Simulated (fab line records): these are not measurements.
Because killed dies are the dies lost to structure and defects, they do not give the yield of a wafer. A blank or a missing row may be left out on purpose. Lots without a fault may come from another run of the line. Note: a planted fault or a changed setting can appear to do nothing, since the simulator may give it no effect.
Split-lot trial | flow n5-finfet | 7 lots, 39 wafers read, on a route of 1938 steps

## ABOUT THE SPLIT
At N5_FIN_CUT_CUT_ETCH_15 (etches Si in HBr/Cl2/O2, target depth 100 nm, bt time 10 s, time 42.4 s), the setting target-depth-a was moved away from the recipe's 1000 angstrom on 15 of the 39 wafers read, by -11.4% to -5.2%. All remaining wafers had this setting at the recipe value.

The reading comes from the split's own step.

## THE READING
SOC_of_FIN_CUT_COAT_18.thk-nm (the simulator's own value, which no gauge read), in nm, at N5_FIN_CUT_CUT_ETCH_15 (etches Si in HBr/Cl2/O2, target depth 100 nm, bt time 10 s, time 42.4 s). No usual value for it is given in the file. Across the 24 wafers here that went through the recipe, the average is 170.3 nm and the standard deviation 0.92 nm.

wafer  | tool, chamber at the split | target-depth-a as run, angstrom | against the recipe | SOC_of_FIN_CUT_COAT_18.thk-nm, nm | against lot-mates on the recipe
L075.1 | rie-si-04, 0               | 885.6                           | -11.4%             | 176.4                             | +6.5
L075.2 | rie-si-04, 1               | 885.6                           | -11.4%             | 173.8                             | +3.9
L075.3 | rie-si-04, 2               | 1000                            | recipe             | 169.6                             | -
L075.4 | rie-si-04, 3               | 885.6                           | -11.4%             | 173.6                             | +3.7
L075.5 | rie-si-04, 2               | 1000                            | recipe             | 170.6                             | -
L075.6 | rie-si-04, 1               | 1000                            | recipe             | 169.6                             | -
L080.1 | rie-si-05, 3               | 1000                            | recipe             | 169.8                             | -
L080.6 | rie-si-05, 3               | 1000                            | recipe             | 169.8                             | -
L080.2 | rie-si-05, 1               | 921.8                           | -7.8%              | 172.8                             | +3.0
L080.3 | rie-si-05, 2               | 921.8                           | -7.8%              | 172.6                             | +2.8
L080.4 | rie-si-05, 0               | 1000                            | recipe             | 169.8                             | -
L080.5 | rie-si-05, 2               | 921.8                           | -7.8%              | 172.8                             | +3.0
L081.3 | rie-si-04, 0               | 1000                            | recipe             | 170.2                             | -
L081.4 | rie-si-04, 2               | 1000                            | recipe             | 170                               | -
L081.6 | rie-si-04, 2               | 1000                            | recipe             | 169.8                             | -
L086.1 | rie-si-05, 3               | 1000                            | recipe             | 170.2                             | -
L086.2 | rie-si-05, 0               | 889.2                           | -11.1%             | 174.4                             | +3.7
L086.3 | rie-si-05, 1               | 1000                            | recipe             | 170                               | -
L086.4 | rie-si-05, 2               | 1000                            | recipe             | 172                               | -
L086.5 | rie-si-05, 3               | 889.2                           | -11.1%             | 174.6                             | +3.9
L086.6 | rie-si-05, 2               | 889.2                           | -11.1%             | 175.6                             | +4.9
L087.1 | rie-si-05, 0               | 947.8                           | -5.2%              | 172.4                             | +1.9
L087.2 | rie-si-05, 3               | 1000                            | recipe             | 170.6                             | -
L087.3 | rie-si-05, 1               | 947.8                           | -5.2%              | 171.6                             | +1.1
L087.4 | rie-si-05, 2               | 1000                            | recipe             | 171                               | -
L087.5 | rie-si-05, 2               | 947.8                           | -5.2%              | 171.8                             | +1.3
L087.6 | rie-si-05, 1               | 1000                            | recipe             | 170                               | -
L091.1 | rie-si-05, 0               | 892.4                           | -10.8%             | 174.8                             | +5.0
L091.2 | rie-si-05, 2               | 892.4                           | -10.8%             | 172.8                             | +3.0
L091.3 | rie-si-05, 1               | 1000                            | recipe             | 169.6                             | -
L091.4 | rie-si-05, 3               | 1000                            | recipe             | 169                               | -
L091.5 | rie-si-05, 3               | 892.4                           | -10.8%             | 173                               | +3.2
L091.6 | rie-si-05, 2               | 1000                            | recipe             | 170.8                             | -
L093.1 | rie-si-04, 2               | 1000                            | recipe             | 169.6                             | -
L093.2 | rie-si-04, 1               | 1000                            | recipe             | 171                               | -
L093.3 | rie-si-04, 3               | 1000                            | recipe             | 169.6                             | -
L093.4 | rie-si-04, 0               | 1000                            | recipe             | 172                               | -
L093.5 | rie-si-04, 1               | 1000                            | recipe             | 169.6                             | -
L093.6 | rie-si-04, 0               | 1000                            | recipe             | 173                               | -

THE FIT
A straight line over all 39 wafers: SOC_of_FIN_CUT_COAT_18.thk-nm changes by -0.357 nm for each +1% of target-depth-a; r = -0.88; the points scatter about the line by 0.93 nm.
The same after taking each lot's own level away (the mean of its wafers on the recipe; 39 wafers): -0.374 nm for each +1%; r = -0.91; scatter 0.84 nm.
According to that fit, moving target-depth-a by its largest amount changes the reading by 4.3 nm.
From 169.80 to 170.80 nm: that is the span of the lots' own levels, equal to 1.1 times the standard deviation above.
Consequently the slope shifts little with the lot-to-lot level, the two slopes agreeing.
Check: with one of the wafers moved furthest among these (-11.4%) left out of the fit, the line predicts +4.01 nm for it against its lot-mates. Against them it came out at +6.47 nm.

## THE WHOLE CHAIN: every reading that the file lists as answering this split, in the file's order
step                   | what it does                                                            | reading                                                                        | change (the file's fit)              | r (the file's)
N5_FIN_CUT_CUT_ETCH_15 | etches Si in HBr/Cl2/O2, target depth 100 nm, bt time 10 s, time 42.4 s | FIN_CUT.feature-depth-nm (the simulator's own value, which no gauge read)      | +1.02 nm for each +1% of the setting | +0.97
N5_FIN_CUT_CUT_ETCH_15 | etches Si in HBr/Cl2/O2, target depth 100 nm, bt time 10 s, time 42.4 s | etch.depth-nm (the simulator's own value, which no gauge read)                 | +1.02 nm for each +1% of the setting | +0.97
N5_FIN_CUT_CUT_ETCH_15 | etches Si in HBr/Cl2/O2, target depth 100 nm, bt time 10 s, time 42.4 s | SOC_of_FIN_CUT_COAT_18.thk-nm (the simulator's own value, which no gauge read) | -0.37 nm for each +1% of the setting | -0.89

## FILE'S OWN FIT
SOC_of_FIN_CUT_COAT_18.thk-nm changes by -0.37 nm for each +1% of target-depth-a, r = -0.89.
